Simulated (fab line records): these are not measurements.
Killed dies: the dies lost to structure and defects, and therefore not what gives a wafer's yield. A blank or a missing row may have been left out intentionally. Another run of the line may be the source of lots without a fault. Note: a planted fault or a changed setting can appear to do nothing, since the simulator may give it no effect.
fab line records ; flow n5-finfet
record lots=7; wafers=39
route steps=1938 shown DUMMY_GATE@243 HKMG_FIN@435 GATE_CUT@469
start-h: start of the lot's first displayed wafer, in hours after the record's first day ; wait-h: how many hours have passed since the lot's step before this one ; " repeats the value in the row above ; L1.1+2: one row covering several wafers at once ; - value missing, or start not given ; * or withheld: withheld ; < > ~ a bound
route shown NAME@n: NAME is a module with steps in the file, n the number in the route of the first one ; usual: mean/standard deviation taken from wafers without a fault ; same: alike in all rows ; chamber/n: place in a boat ; sites: the reading at each site ; _std_site: their standard deviation ; _edge_site: mean of outer sites minus mean of inner sites ; radius-mm: how far each site lies from the wafer's centre ; mask NAME#n: copy n ; behind: the last tool/chamber to shape the wafer ; hold: cause of the lot's hold/its duration in hours/its outcome ; device: transistor that didn't switch, given as n, p or np ; end of line: tests run on the same wafers once the route is complete ; a step with no rows: only its recipe ; killed: at the first sort, the dies lost to defects and structure; wafer yield is something else ; map: per-die view of a wafer (x killed, . not killed, _ where there is no die)
set.NAME: the run value of the setting; set.NAME@STEP: its run value at that earlier step ; model.NAME: the simulator's own value behind a step, which no gauge read
lots with deliberately changed settings; one table per step, one row per wafer
## steps
# step N5_DUMMY_GATE_ETCH_31
# recipe chemistry=C4F6/O2; target=SiO2; mask-material=SOC; target-depth-a=825; time-s=27.5; ion-energy-ev=250; pressure-mtorr=30; source-w=345; bias-w=185; Ar_flow_sccm=300; C4F6_flow_sccm=10; O2_flow_sccm=10
lot.wafer;tool;chamber;start-h;wait-h;set.target-depth-a;model.etch.depth-nm
L077.2;rie-diel-06;2;66.90;0.0;825;81.57
L077.5;rie-diel-06;2;66.90;0.0;825;81.01
L077.6;rie-diel-06;3;66.90;0.0;825;83.45
L078.1;rie-diel-01;1;70.81;0.1;825;84.34
L078.2;rie-diel-01;3;70.81;0.1;825;82.91
L078.3;rie-diel-01;0;70.81;0.1;825;83.19
L078.4;rie-diel-01;2;70.81;0.1;779.9;77.97
L078.5;rie-diel-01;1;70.81;0.1;779.9;79.71
L078.6;rie-diel-01;0;70.81;0.1;779.9;78.45
L081.1;rie-diel-05;3;92.08;0.1;825;79.72
L081.2;rie-diel-05;2;92.08;0.1;825;81.31
L081.3;rie-diel-05;0;92.08;0.1;825;82.22
L081.4;rie-diel-05;1;92.08;0.1;825;80.38
L081.5;rie-diel-05;3;92.08;0.1;825;79.47
L081.6;rie-diel-05;0;92.08;0.1;825;82.81
L083.1;rie-diel-05;0;100.27;0.0;786.5;78.83
L083.2;rie-diel-05;2;100.27;0.0;786.5;77.75
L083.3;rie-diel-05;1;100.27;0.0;825;79.86
L083.4;rie-diel-05;1;100.27;0.0;786.5;76.01
L083.5;rie-diel-05;2;100.27;0.0;825;80.99
L083.6;rie-diel-05;0;100.27;0.0;825;82.97
L087.1;rie-diel-06;3;132.70;0.2;825;84.36
L087.2;rie-diel-06;1;132.70;0.2;908.9;89.05
L087.3;rie-diel-06;0;132.70;0.2;825;83.13
L087.4;rie-diel-06;0;132.70;0.2;908.9;91.87
L087.5;rie-diel-06;3;132.70;0.2;825;84.02
L087.6;rie-diel-06;1;132.70;0.2;908.9;89.74
L092.1;rie-diel-06;3;154.37;0.0;774.9;78.63
L092.2;rie-diel-06;0;154.37;0.0;774.9;78.98
L092.3;rie-diel-06;1;154.37;0.0;825;80.86
L092.4;rie-diel-06;2;154.37;0.0;825;84.41
L092.5;rie-diel-06;2;154.37;0.0;825;84.22
L092.6;rie-diel-06;3;154.37;0.0;774.9;78.74
L095.1;rie-diel-01;0;174.72;0.1;825;82.25
L095.2;rie-diel-01;1;174.72;0.1;825;82.38
L095.3;rie-diel-01;2;174.72;0.1;825;81.3
L095.4;rie-diel-01;3;174.72;0.1;825;80.87
L095.5;rie-diel-01;1;174.72;0.1;825;82.27
L095.6;rie-diel-01;0;174.72;0.1;825;82.12
# step N5_DUMMY_GATE_ETCH_32
# recipe chemistry=CF4; target=SiO2; target-depth-a=35; time-s=3.9; ion-energy-ev=350; pressure-mtorr=10; icp-w=800; bias-w=400; cf4-flow-sccm=80
lot.wafer;tool;chamber;start-h;wait-h;set.time-s;model.etch.depth-nm
L077.2;rie-si-05;0;67.14;0.1;3.9;3.552
L077.5;rie-si-05;2;67.14;0.1;3.9;3.432
L077.6;rie-si-05;0;67.14;0.1;3.9;3.532
L078.1;rie-si-03;2;71.06;0.1;3.9;3.536
L078.2;rie-si-03;0;71.06;0.1;3.379;2.974
L078.3;rie-si-03;3;71.06;0.1;3.9;3.43
L078.4;rie-si-03;1;71.06;0.1;3.379;3.069
L078.5;rie-si-03;2;71.06;0.1;3.9;3.552
L078.6;rie-si-03;1;71.06;0.1;3.379;3.102
L081.1;rie-si-03;3;92.33;0.1;3.345;2.976
L081.2;rie-si-03;0;92.33;0.1;3.345;2.971
L081.3;rie-si-03;1;92.33;0.1;3.9;3.566
L081.4;rie-si-03;2;92.33;0.1;3.345;3.032
L081.5;rie-si-03;0;92.33;0.1;3.9;3.453
L081.6;rie-si-03;3;92.33;0.1;3.9;3.452
L083.1;rie-si-05;1;100.52;0.1;4.245;3.912
L083.2;rie-si-05;0;100.52;0.1;3.9;3.545
L083.3;rie-si-05;3;100.52;0.1;3.9;3.587
L083.4;rie-si-05;2;100.52;0.1;4.245;3.692
L083.5;rie-si-05;2;100.52;0.1;4.245;3.699
L083.6;rie-si-05;1;100.52;0.1;3.9;3.606
L087.1;rie-si-05;0;132.95;0.1;3.9;3.531
L087.2;rie-si-05;3;132.95;0.1;3.9;3.595
L087.3;rie-si-05;2;132.95;0.1;4.479;3.923
L087.4;rie-si-05;1;132.95;0.1;3.9;3.619
L087.5;rie-si-05;1;132.95;0.1;4.479;4.149
L087.6;rie-si-05;2;132.95;0.1;4.479;3.912
L092.1;rie-si-05;0;154.61;0.1;3.9;3.538
L092.2;rie-si-05;1;154.61;0.1;3.9;3.567
L092.3;rie-si-05;3;154.61;0.1;3.9;3.571
L092.4;rie-si-05;2;154.61;0.1;3.9;3.373
L092.5;rie-si-05;3;154.61;0.1;3.9;3.589
L092.6;rie-si-05;2;154.61;0.1;3.9;3.355
L095.1;rie-si-03;2;174.98;0.1;3.9;3.518
L095.2;rie-si-03;1;174.98;0.1;3.295;2.999
L095.3;rie-si-03;3;174.98;0.1;3.295;2.885
L095.4;rie-si-03;0;174.98;0.1;3.9;3.444
L095.5;rie-si-03;3;174.98;0.1;3.9;3.394
L095.6;rie-si-03;2;174.98;0.1;3.295;2.972
# step N5_HKMG_FIN_ETCH_32
# recipe chemistry=N2/H2; target=SOC; target-depth-a=2400; temp-c=40; time-s=300; ion-energy-ev=200; mask-material=SiARC; pressure-mtorr=30; source-w=840; bias-w=150; n2-flow-sccm=200; h2-flow-sccm=200
# usual rf-vpp-V=524/3
lot.wafer;tool;chamber;start-h;wait-h;set.source-w;rf-vpp-V;model.etch.depth-nm;model.HKMG_FIN.feature-depth-nm
L077.2;rie-diel-02;2;96.50;0.0;840;527;259.9;259.8
L077.5;rie-diel-02;2;96.50;0.0;840;528;257.2;257.2
L077.6;rie-diel-02;1;96.50;0.0;840;520;239.7;239.6
L078.1;rie-diel-02;2;99.84;0.0;951.5;506;290.6;290.6
L078.2;rie-diel-02;3;99.84;0.0;840;525;243.3;243.4
L078.3;rie-diel-02;1;99.84;0.0;951.5;498;271.6;271.6
L078.4;rie-diel-02;0;99.84;0.0;951.5;501;265.8;265.8
L078.5;rie-diel-02;0;99.84;0.0;840;521;240.5;240.4
L078.6;rie-diel-02;1;99.84;0.0;840;519;247.1;247
L081.1;rie-diel-03;2;122.96;0.0;773.1;537;213.9;214
L081.2;rie-diel-03;0;122.96;0.0;840;519;240;240
L081.3;rie-diel-03;1;122.96;0.0;840;525;234.4;234.4
L081.4;rie-diel-03;3;122.96;0.0;773.1;542;222.9;223
L081.5;rie-diel-03;3;122.96;0.0;840;529;240.3;240.4
L081.6;rie-diel-03;2;122.96;0.0;773.1;539;214.5;214.6
L083.1;rie-diel-02;3;128.35;0.0;772.1;541;222.8;222.8
L083.2;rie-diel-02;1;128.35;0.0;840;521;237.8;237.8
L083.3;rie-diel-02;2;128.35;0.0;840;526;255.5;255.4
L083.4;rie-diel-02;0;128.35;0.0;840;520;233.8;233.8
L083.5;rie-diel-02;3;128.35;0.0;772.1;540;221.9;221.8
L083.6;rie-diel-02;0;128.35;0.0;772.1;537;218.7;218.8
L087.1;rie-diel-02;2;160.81;0.0;760.3;546;240.4;240.4
L087.2;rie-diel-02;3;160.81;0.0;760.3;543;220.6;220.6
L087.3;rie-diel-02;0;160.81;0.0;840;521;236.7;236.6
L087.4;rie-diel-02;1;160.81;0.0;840;530;245.3;245.4
L087.5;rie-diel-02;2;160.81;0.0;840;527;258.2;258.2
L087.6;rie-diel-02;1;160.81;0.0;760.3;547;224.9;224.8
L092.1;rie-diel-03;0;186.99;0.0;840;521;239.2;239.2
L092.2;rie-diel-03;3;186.99;0.0;1000;498;276.4;276.4
L092.3;rie-diel-03;1;186.99;0.0;1000;495;269.2;269.2
L092.4;rie-diel-03;2;186.99;0.0;840;523;229;229
L092.5;rie-diel-03;3;186.99;0.0;840;530;239.2;239.2
L092.6;rie-diel-03;2;186.99;0.0;1000;493;265;265
L095.1;rie-diel-03;0;204.52;0.0;840;520;237.6;237.6
L095.2;rie-diel-03;2;204.52;0.0;840;522;228.4;228.4
L095.3;rie-diel-03;1;204.52;0.0;711;554;202.8;202.8
L095.4;rie-diel-03;3;204.52;0.0;840;527;237.5;237.6
L095.5;rie-diel-03;2;204.52;0.0;711;554;198.5;198.6
L095.6;rie-diel-03;1;204.52;0.0;711;555;204.2;204.2
# step N5_HKMG_FIN_ETCH_35
# recipe chemistry=N2/H2; target=SOC; target-depth-a=2158; ion-energy-ev=65; bias-w=5; source-w=3000; time-s=243.4; pressure-mtorr=30; n2-flow-sccm=200; h2-flow-sccm=200
lot.wafer;tool;chamber;start-h;wait-h;set.time-s;model.HKMG_FIN.feature-depth-nm;model.etch.depth-nm;model.SOC_of_HKMG_FIN_COAT_29.thk-nm
L077.2;rie-diel-02;2;96.71;0.0;243.4;230.2;230.2;70.8
L077.5;rie-diel-02;2;96.71;0.0;243.4;229.6;229.5;71.6
L077.6;rie-diel-02;1;96.71;0.0;243.4;217.8;217.9;83.2
L078.1;rie-diel-02;2;100.05;0.0;243.4;229.2;229.1;72.2
L078.2;rie-diel-02;3;100.05;0.0;243.4;215.6;215.7;85.2
L078.3;rie-diel-02;1;100.05;0.0;277.9;250.2;250.3;51.6
L078.4;rie-diel-02;0;100.05;0.0;243.4;213.6;213.6;88
L078.5;rie-diel-02;0;100.05;0.0;277.9;243.8;243.7;58.2
L078.6;rie-diel-02;1;100.05;0.0;277.9;249.4;249.5;52
L081.1;rie-diel-03;2;123.17;0.0;243.4;206;206;96.4
L081.2;rie-diel-03;0;123.17;0.0;294;262.4;262.4;39.6
L081.3;rie-diel-03;1;123.17;0.0;243.4;212;212.1;90.8
L081.4;rie-diel-03;3;123.17;0.0;294;260;260;42.4
L081.5;rie-diel-03;3;123.17;0.0;294;259.6;259.5;41.6
L081.6;rie-diel-03;2;123.17;0.0;243.4;207;206.9;94.6
L083.1;rie-diel-02;3;128.56;0.0;243.4;214;214;87.8
L083.2;rie-diel-02;1;128.56;0.0;243.4;213.6;213.6;87.4
L083.3;rie-diel-02;2;128.56;0.0;243.4;230.4;230.4;71.2
L083.4;rie-diel-02;0;128.56;0.0;243.4;212.6;212.5;88.4
L083.5;rie-diel-02;3;128.56;0.0;243.4;212.8;212.8;88.8
L083.6;rie-diel-02;0;128.56;0.0;243.4;211.2;211.2;90.6
L087.1;rie-diel-02;2;161.02;0.0;301.7;288.4;288.5;11.6
L087.2;rie-diel-02;3;161.02;0.0;243.4;213.2;213.3;88.2
L087.3;rie-diel-02;0;161.02;0.0;243.4;211.2;211.2;88.4
L087.4;rie-diel-02;1;161.02;0.0;243.4;217.6;217.6;82.4
L087.5;rie-diel-02;2;161.02;0.0;301.7;283.6;283.6;16.8
L087.6;rie-diel-02;1;161.02;0.0;301.7;271.8;271.8;28.4
L092.1;rie-diel-03;0;187.20;0.0;223.5;197.6;197.6;103.6
L092.2;rie-diel-03;3;187.20;0.0;243.4;214;214.1;87
L092.3;rie-diel-03;1;187.20;0.0;223.5;192.2;192.2;109.8
L092.4;rie-diel-03;2;187.20;0.0;243.4;205.2;205.2;96.6
L092.5;rie-diel-03;3;187.20;0.0;223.5;197.8;197.8;103.8
L092.6;rie-diel-03;2;187.20;0.0;243.4;205.8;205.7;96
L095.1;rie-diel-03;0;204.73;0.0;243.4;214.4;214.4;85.2
L095.2;rie-diel-03;2;204.73;0.0;227.3;189.8;189.8;109.8
L095.3;rie-diel-03;1;204.73;0.0;243.4;208;207.9;92.4
L095.4;rie-diel-03;3;204.73;0.0;227.3;199.6;199.6;99.8
L095.5;rie-diel-03;2;204.73;0.0;243.4;206;206;94
L095.6;rie-diel-03;1;204.73;0.0;227.3;197.2;197.1;102.4
# step N5_GATE_CUT_ETCH_58
# recipe chemistry=CH3F/O2; target=SiNx; target-depth-a=170; time-s=128.6; ion-energy-ev=50; pressure-mtorr=30; source-w=415; bias-w=21; Ar_flow_sccm=150; CH3F_flow_sccm=30; O2_flow_sccm=20
lot.wafer;tool;chamber;start-h;wait-h;set.target-depth-a;model.etch.depth-nm
L077.2;rie-diel-06;1;101.28;0.0;170;16.55
L077.5;rie-diel-06;0;101.28;0.0;170;16.96
L077.6;rie-diel-06;3;101.28;0.0;170;17.18
L078.1+5;rie-diel-06;2;105.47;0.0;186.1;18.16
L078.2;rie-diel-06;3;105.47;0.0;170;17.2
L078.3;rie-diel-06;0;105.47;0.0;170;17.09
L078.4;rie-diel-06;1;105.47;0.0;186.1;18.17
L078.6;rie-diel-06;3;105.47;0.0;170;17.27
L081.1;rie-diel-05;1;127.90;0.2;176.1;17.39
L081.2;rie-diel-05;3;127.90;0.2;170;16.9
L081.3;rie-diel-05;0;127.90;0.2;176.1;17.69
L081.4;rie-diel-05;2;127.90;0.2;176.1;17.3
L081.5;rie-diel-05;3;127.90;0.2;170;16.95
L081.6;rie-diel-05;0;127.90;0.2;170;17.23
L083.1+6;rie-diel-01;2;133.04;0.1;170;16.92
L083.2;rie-diel-01;3;133.04;0.1;156.8;15.82
L083.3;rie-diel-01;0;133.04;0.1;170;17.09
L083.4;rie-diel-01;1;133.04;0.1;156.8;15.94
L083.5;rie-diel-01;1;133.04;0.1;156.8;15.88
L087.1;rie-diel-06;1;165.60;0.0;170;16.45
L087.2;rie-diel-06;3;165.60;0.0;170;17.17
L087.3;rie-diel-06;0;165.60;0.0;170;16.9
L087.4;rie-diel-06;2;165.60;0.0;170;17.28
L087.5;rie-diel-06;0;165.60;0.0;170;16.95
L087.6;rie-diel-06;1;165.60;0.0;170;16.54
L092.1;rie-diel-05;0;192.33;0.1;170;17.1
L092.2;rie-diel-05;2;192.33;0.1;170;16.76
L092.3;rie-diel-05;1;192.33;0.1;170;16.54
L092.4;rie-diel-05;3;192.33;0.1;170;17.09
L092.5;rie-diel-05;3;192.33;0.1;170;17.02
L092.6;rie-diel-05;0;192.33;0.1;170;17.03
L095.1;rie-diel-06;1;209.23;0.0;153.3;14.97
L095.2;rie-diel-06;0;209.23;0.0;170;17.14
L095.3;rie-diel-06;3;209.23;0.0;170;17.25
L095.4;rie-diel-06;2;209.23;0.0;170;17.26
L095.5;rie-diel-06;2;209.23;0.0;153.3;15.65
L095.6;rie-diel-06;3;209.23;0.0;153.3;15.43
## key
split step=N5_DUMMY_GATE_ETCH_31; setting=target-depth-a; stated=825; by=wafer
response step=N5_DUMMY_GATE_ETCH_31; reading=model.etch.depth-nm; change=+0.703; per=1%; r=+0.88
split step=N5_DUMMY_GATE_ETCH_32; setting=time-s; stated=3.9; by=wafer
response step=N5_DUMMY_GATE_ETCH_32; reading=model.etch.depth-nm; change=+0.0312; per=1%; r=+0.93
split step=N5_HKMG_FIN_ETCH_32; setting=source-w; stated=840; by=wafer
response step=N5_HKMG_FIN_ETCH_32; reading=rf-vpp-V; change=-1.75; per=1%; r=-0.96
response step=N5_HKMG_FIN_ETCH_32; reading=model.etch.depth-nm; change=+2.11; per=1%; r=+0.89
response step=N5_HKMG_FIN_ETCH_32; reading=model.HKMG_FIN.feature-depth-nm; change=+2.11; per=1%; r=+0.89
split step=N5_HKMG_FIN_ETCH_35; setting=time-s; stated=243.4; by=wafer
response step=N5_HKMG_FIN_ETCH_35; reading=model.HKMG_FIN.feature-depth-nm; change=+2.5; per=1%; r=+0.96
response step=N5_HKMG_FIN_ETCH_35; reading=model.etch.depth-nm; change=+2.5; per=1%; r=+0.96
response step=N5_HKMG_FIN_ETCH_35; reading=model.SOC_of_HKMG_FIN_COAT_29.thk-nm; change=-2.5; per=1%; r=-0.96
split step=N5_GATE_CUT_ETCH_58; setting=target-depth-a; stated=170; by=wafer
response step=N5_GATE_CUT_ETCH_58; reading=model.etch.depth-nm; change=+0.145; per=1%; r=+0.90
